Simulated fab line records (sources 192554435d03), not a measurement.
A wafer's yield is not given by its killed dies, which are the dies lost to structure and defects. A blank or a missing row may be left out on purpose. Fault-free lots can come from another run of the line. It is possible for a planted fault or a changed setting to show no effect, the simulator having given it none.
Split-lot experiment | flow n5Finfet | on a route of 1938 steps: 7 lots, 21 wafers read

== SPLIT DETAILS ==
At N5_BEOL_M1_ETCH_70 (etches SOC in N2/H2, target depth 80 nm, overetch 16 nm, time 120 s), the setting biasW was moved away from the recipe's 150 W on 9 of the 21 wafers read, by -8.3% to +14.8%. All remaining wafers had this setting at the recipe value.

Reading taken at the split's own step.

== THE READING ==
rfVppV, in V, at N5_BEOL_M1_ETCH_70 (etches SOC in N2/H2, target depth 80 nm, overetch 16 nm, time 120 s). Typical for fault-free wafers on this fab line: 524.3 V, with standard deviation 2.4 V.

wafer  | tool, chamber at the split | biasW as run, W | against the recipe | rfVppV, V | against lot-mates on the recipe
L077.3 | rieDiel-01, 0              | 150             | recipe             | 523.1     | -
L077.5 | rieDiel-01, 3              | 142.1           | -5.3%              | 503.5     | -20.7
L077.6 | rieDiel-01, 2              | 150             | recipe             | 525.3     | -
L081.3 | rieDiel-02, 3              | 150             | recipe             | 527.8     | -
L081.4 | rieDiel-02, 0              | 168.7           | +12.5%             | 562.0     | +34.2
L081.5 | rieDiel-02, 2              | 168.7           | +12.5%             | 564.6     | +36.8
L084.1 | rieDiel-03, 2              | 150             | recipe             | 522.2     | -
L084.2 | rieDiel-03, 1              | 150             | recipe             | 529.2     | -
L084.3 | rieDiel-03, 0              | 150             | recipe             | 522.5     | -
L085.2 | rieDiel-02, 1              | 150             | recipe             | 526.5     | -
L085.3 | rieDiel-02, 3              | 150             | recipe             | 528.3     | -
L085.5 | rieDiel-02, 3              | 150             | recipe             | 529.2     | -
L089.1 | rieDiel-02, 3              | 137.5           | -8.3%              | 499.9     | -24.7
L089.4 | rieDiel-02, 1              | 150             | recipe             | 524.6     | -
L089.5 | rieDiel-02, 0              | 137.5           | -8.3%              | 493.5     | -31.1
L091.1 | rieDiel-01, 2              | 150             | recipe             | 526.5     | -
L091.4 | rieDiel-01, 1              | 150             | recipe             | 523.9     | -
L091.6 | rieDiel-01, 1              | 172.2           | +14.8%             | 572.2     | +47.0
L094.2 | rieDiel-02, 0              | 168.3           | +12.2%             | 561.7     | no lot-mate on the recipe
L094.4 | rieDiel-02, 1              | 168.3           | +12.2%             | 566.1     | no lot-mate on the recipe
L094.6 | rieDiel-02, 0              | 168.3           | +12.2%             | 561.5     | no lot-mate on the recipe

FIT RESULTS
A straight line over all 21 wafers: rfVppV changes by +3.19 V for each +1% of biasW; r = +0.99; the points scatter about the line by 2.8 V.
The same after taking each lot's own level away (the mean of its wafers on the recipe; 18 wafers): +3.11 V for each +1%; r = +0.99; scatter 2.5 V.
The reading moves by 46 V for the largest change in biasW, on that fit.
The lots' own levels span 524.20 to 528.00 V, that is 1.6 times the standard deviation above.
So the lot-to-lot level changes the slope little: the two slopes agree.
Check: for one of the wafers moved furthest among these (+14.8%), held out of the fit, the line's prediction against its lot-mates is +44.4 V. It came out at +47 V against them.
Tool readings at the split's step, against how far the setting was moved: rfVppV r = +0.99.

== THE OTHER SPLITS THESE WAFERS WENT THROUGH ==
Note: prior to the reading, these wafers also went through further splits. Each is held against what the fit with the lots' levels taken away leaves over:
other split on the same wafers                | wafers away from the commonest value | r with rfVppV (lot level and that fit taken away)
N5_HKMG_FIN_COAT_06 spinRpm                   | 12                                   | -0.10
N5_MOL_CONTACT_COAG_ETCH_105 biasW            | 7                                    | +0.08
N5_MOL_CONTACT_COAG_ETCHBACK_136 targetDepthA | 6                                    | -0.08
N5_BEOL_M0_SAQP_PECVD_00 timeS                | 9                                    | -0.21
N5_BEOL_M0_SAQP_PECVD_96 timeS                | 4                                    | -0.26
N5_BEOL_M0_CUTY_ETCH_63 sourceW               | 6                                    | +0.05
N5_BEOL_M0_TRENCH_ETCH_107 targetDepthA       | 7                                    | +0.11

== THE WHOLE CHAIN: every reading that the file lists as answering this split, in the file's order ==
step               | what it does                                                        | reading                                                                         | change (the file's fit)                | r (the file's)
N5_BEOL_M1_ETCH_70 | etches SOC in N2/H2, target depth 80 nm, overetch 16 nm, time 120 s | rfVppV                                                                          | +3.14 V for each +1% of the setting    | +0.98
N5_BEOL_M1_ETCH_70 | etches SOC in N2/H2, target depth 80 nm, overetch 16 nm, time 120 s | SiARC_of_BEOL_M1_COAT_68.thkNm (the simulator's own value, which no gauge read) | -0.0556 nm for each +1% of the setting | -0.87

== THE FILE'S OWN FIT ==
rfVppV changes by +3.14 V for each +1% of biasW, r = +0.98.
